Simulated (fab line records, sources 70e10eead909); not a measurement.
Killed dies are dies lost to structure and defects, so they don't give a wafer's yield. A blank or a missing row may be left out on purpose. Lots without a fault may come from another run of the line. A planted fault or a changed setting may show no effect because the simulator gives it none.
Chamber matching | flow nand_harc | NHARC_P_ZERO_WELL_DESCUM_54 on rie_diel-01: 4 sister chambers
The step chemistry O2, time 3 s. 4 wafers are shown with their chamber, then 8 later ones without.

WAFERS WITH THEIR CHAMBER
wafer  | chamber | drypump_motor_current_A (A)
L089.1 | 3       | 6.6
L089.2 | 0       | 5.8
L089.6 | 2       | 5.5
L090.1 | 1       | 5.2

WAFERS WITHOUT THEIR CHAMBER
wafer  | drypump_motor_current_A (A)
L090.4 | 5.8
L090.6 | 5.8
L094.1 | 5.5
L094.4 | 5.2
L094.5 | 5.8
L095.2 | 5.5
L095.4 | 5.1
L095.5 | 5.5

WHICH CHAMBER EACH WENT THROUGH
wafer  | from the rows above | in truth
L090.4 | 0                   | 0
L090.6 | 0                   | 0
L094.1 | 2                   | 2
L094.4 | 1                   | 1
L094.5 | 0                   | 0
L095.2 | 2                   | 2
L095.4 | 1                   | 1
L095.5 | 2                   | 2
Placed correctly: 8 of 8. Can't be placed from these rows: 0. Placed wrongly: 0.
How it was worked out, from the rows above alone: a wafer's distance from a chamber is the root of the sum, over the readings, of the square of ((its reading less the chamber's mean) divided by the reading's scatter). The wafer belongs to the nearest chamber; if the next one is less than 2 further off, it can't be placed. A chamber's mean is the mean of its shown wafers. The scatter: with one shown wafer a chamber, the root of the mean of the squares of how far each hidden wafer lies from its nearest shown one.
